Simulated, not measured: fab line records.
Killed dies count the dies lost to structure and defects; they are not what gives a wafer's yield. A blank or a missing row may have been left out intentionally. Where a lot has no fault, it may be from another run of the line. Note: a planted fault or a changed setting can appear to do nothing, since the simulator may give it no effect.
2 desks, one fault + flow nandHarc + each desk holds nothing but its own numbers, with what lay behind them at the end

## THE METROLOGY DESK
Lot by lot, what the gauges showed, no matter which tool ran the lot: averages of those sampled wafers that carry a number. A lot is out of limits, marked OUT, if its mean lies more than 4 standard deviations from the usual mean; the brackets give that distance.
Columns: A = cdNm at NHARC_P_ZERO_WELL_CD_MEAS_37, usual 720.0 nm; B = cdNm at NHARC_P_GATE_CD_MEAS_59, usual 719.4 nm
| lot  | first seen here | A     | B     |
|------|-----------------|-------|-------|
| L972 | day 2 10:07     | 721.0 | 720.4 |
| L973 | day 2 20:38     | 720.3 | 719.4 |
| L977 | day 4 12:41     | 720.8 | 719.8 |
| L978 | day 4 22:24     | 720.5 | 719.4 |
| L979 | day 5 08:16     | 720.6 | 718.4 |
| L980 | day 5 18:10     | 719.7 | 720.1 |
| L981 | day 6 04:06     | 719.9 | 717.3 |
| L987 | day 8 15:52     | 720.1 | 720.6 |
| L989 | day 9 12:19     | 718.4 | 719.3 |
| L990 | day 9 22:05     | 719.0 | 716.4 |
| L991 | day 10 10:58    | 722.1 | 718.9 |
| L992 | day 10 18:12    | 718.9 | 720.6 |
| L994 | day 11 14:10    | 718.9 | 720.0 |
Finding of this desk: none of the 13 lots has anything out of limits.

## THE TOOL OWNER'S DESK: cmp-01
The tool's own readings at NHARC_P_STI_CMP_21 (polishes, t overpolish 20 s, target thk 380.67 nm): means of the sampled wafers that have a number, for each lot that ran on this tool. A lot is out of limits, marked OUT, if its mean lies more than 4 standard deviations from the usual mean; the brackets give that distance.
Columns: A = motorCurrentA at NHARC_P_STI_CMP_21, usual 12.1 A; B = overpolishRunS at NHARC_P_STI_CMP_21, usual 20.001 s
| lot  | first seen here | A    | B                        |
|------|-----------------|------|--------------------------|
| L972 | day 4 04:48     | 11.6 | 20.005                   |
| L978 | day 7 03:12     | 11.1 | 20.006                   |
| L981 | day 7 19:47     | 11.0 | 19.998                   |
| L987 | day 10 15:45    | 11.3 | 77.053 (+99 or more) OUT |
| L989 | day 11 05:41    | 11.3 | 77.059 (+99 or more) OUT |
Finding of this desk: L987, L989 out of limits; the first was L987 at day 10 15:45, on overpolishRunS at NHARC_P_STI_CMP_21. Within limits: L972, L978, L981.

## TAKEN TOGETHER
The tool owner's desk could have raised an alarm at day 10 15:45, on L987, L989.
The metrology desk saw nothing out of limits.
The metrology desk holds a record of L987, L989, inside its limits.
The lots listed all ran NHARC_P_STI_CMP_21 on cmp-01.

## WHAT WAS PUT IN BY THE SIMULATOR
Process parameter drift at NHARC_P_STI_CMP_21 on cmp-01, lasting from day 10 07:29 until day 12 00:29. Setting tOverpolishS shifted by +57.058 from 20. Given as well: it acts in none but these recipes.
Struck lots among those shown: L987, L989.
Delay in hours, fault start to first out-of-limits reading, by desk: the tool owner's desk at 8.
